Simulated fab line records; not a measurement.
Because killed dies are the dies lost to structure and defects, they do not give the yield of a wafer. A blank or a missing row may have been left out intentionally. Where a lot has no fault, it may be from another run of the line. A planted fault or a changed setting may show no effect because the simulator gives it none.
Comparing a struck lot with a sound one -- flow n5-finfet -- 18 steps out of a route of 1938
Sound: these wafers, L253.1, L253.2, L253.3. Struck: wafers L259.1, L259.5, L259.6. The cause is given at the end.
For every step that has rows: the tool of each side, followed by ch and its chambers, followed by its first start. Under that, the readings that differ: sound wafers -- struck wafers -- difference of the means -- sigmas: that difference in standard deviations of wafers without a fault.
alike: same words and numbers on both sides, and readings whose means sit less than 2 such deviations apart. not compared: any withheld reading, any reading some wafer has no value for, any bound like >300 that may hide the same value, and any number with overlapping values for which the record gives no deviation.
Wherever a step has rows on one side only, a row that says differs or no value, or a row with sigmas, the two part there. Non-overlapping numbers with no deviation appear without sigmas and do not part them. Lack of a reading on every wafer of one side parts them only where that side has two or more wafers.

N5_BEOL_M10_ETCH_61: etches SiARC in CF4, target depth 39 nm, time 65 s.
  sound on rie-diel-01 ch 0,2,3, day 12 18:29; struck on rie-diel-04 ch 0,2,3, day 14 21:04
  alike: drypump-motor-current-A, etch-rf-on-time-s, mfc-ar-sccm, oes-product-au, rf-vpp-V, showerhead-plenum-p-Torr, throttle-valve-pct
  not compared: rf-hours-counter-h
N5_BEOL_M10_ETCH_62: etches SOC in N2/H2, target depth 110 nm, overetch 22 nm, time 165 s.
  sound on rie-diel-01 ch 0,2,3, day 12 18:32; struck on rie-diel-04 ch 0,2,3, day 14 21:07
  alike: drypump-motor-current-A, oes-product-au, rf-vpp-V, showerhead-plenum-p-Torr, temp-c, throttle-valve-pct
  not compared: rf-hours-counter-h
then, 1 step without rows for these wafers: N5_BEOL_M10_STRIP_68 (strips in N2/H2).
N5_BEOL_M10_STRIP_67: strips in CF4.
  sound on rie-diel-01 ch 0,2,3, day 12 18:41; struck on rie-diel-04 ch 0,2,3, day 14 21:16
  alike: drypump-motor-current-A, oes-product-au, rf-vpp-V, showerhead-plenum-p-Torr, throttle-valve-pct
  not compared: rf-hours-counter-h
N5_BEOL_M10_HM_OPEN_17: chemistry Cl2/BCl3, target TiN, target depth 20 nm, overetch 6 nm.
  sound on rie-metal-02 ch 0,1, day 12 18:43; struck on rie-metal-01 ch 0,1, day 14 21:18
  alike: drypump-motor-current-A, mfc-ar-sccm, oes-product-au, throttle-valve-pct
  not compared: rf-hours-counter-h
N5_BEOL_M10_STRIP_19: strips in O2.
  sound on rie-diel-01 ch 0,2,3, day 12 18:50; struck on rie-diel-01 ch 0,1,2, day 14 21:30
  alike: drypump-motor-current-A, oes-product-au, rf-vpp-V, showerhead-plenum-p-Torr, temp-c, throttle-valve-pct
  not compared: rf-hours-counter-h
N5_BEOL_M10_CD_MEAS_18: pitch 140 nm, target cd 70 nm.
  struck on cd-sem-03, day 14 21:34; sound on cd-sem-02, day 12 18:55
  alike: cd-nm
then, 5 steps without rows for these wafers: N5_BEOL_M10_COAT_63 (time 60 s, resist thk 100 nm); N5_BEOL_M10_COAT_64 (time 60 s, resist thk 30 nm); N5_BEOL_M10_COAT_22 (resist thk 90 nm); N5_BEOL_M10_EBR_24; N5_BEOL_M10_SOFTBAKE_23 (time 60 s).
N5_BEOL_M10_EXPOSE_25: exposes mask V9.
  sound on arfi-scanner-03 ch 0, day 12 19:04; struck on arfi-scanner-01 ch 0, day 14 22:05
reading,sound,struck,difference,sigmas
model.BEOL_M10.overlay-x-nm (nm),-0.4 -0.4 -0.4,9.2 9.2 9.2,+9.6,
  alike: mask
then, 2 steps without rows for these wafers: N5_BEOL_M10_PEB_26 (peb time 60 s); N5_BEOL_M10_DEVELOP_27 (develop time 30 s).
N5_BEOL_M10_CD_MEAS_28 targets a cd of 70 nm.
  sound on cd-sem-01 ch 0, day 12 19:11; struck on cd-sem-03 ch 0, day 14 22:13
  alike: cd-nm
N5_BEOL_M10_OVL_MEAS_29:
  sound on overlay-01 ch 0, day 12 19:13; struck on overlay-01 ch 0, day 14 22:16
reading,sound,struck,difference,sigmas
V9_OVL (nm),-1.1 -0.3 -1.6,9.1 10.1 8.5,+10.2,+13
N5_BEOL_M10_INSPECT_30: inspects for defects (brightfield).
  struck on defect-inspect-02, day 14 22:17; sound on defect-inspect-01, day 12 19:15
  alike: raw-defect-count

== WHERE THEY PART ==
At N5_BEOL_M10_OVL_MEAS_29 and nowhere else, as far as this record goes. Later steps at which nothing parts them and some readings are alike: N5_BEOL_M10_INSPECT_30.

WHY: what had been put in by the simulator
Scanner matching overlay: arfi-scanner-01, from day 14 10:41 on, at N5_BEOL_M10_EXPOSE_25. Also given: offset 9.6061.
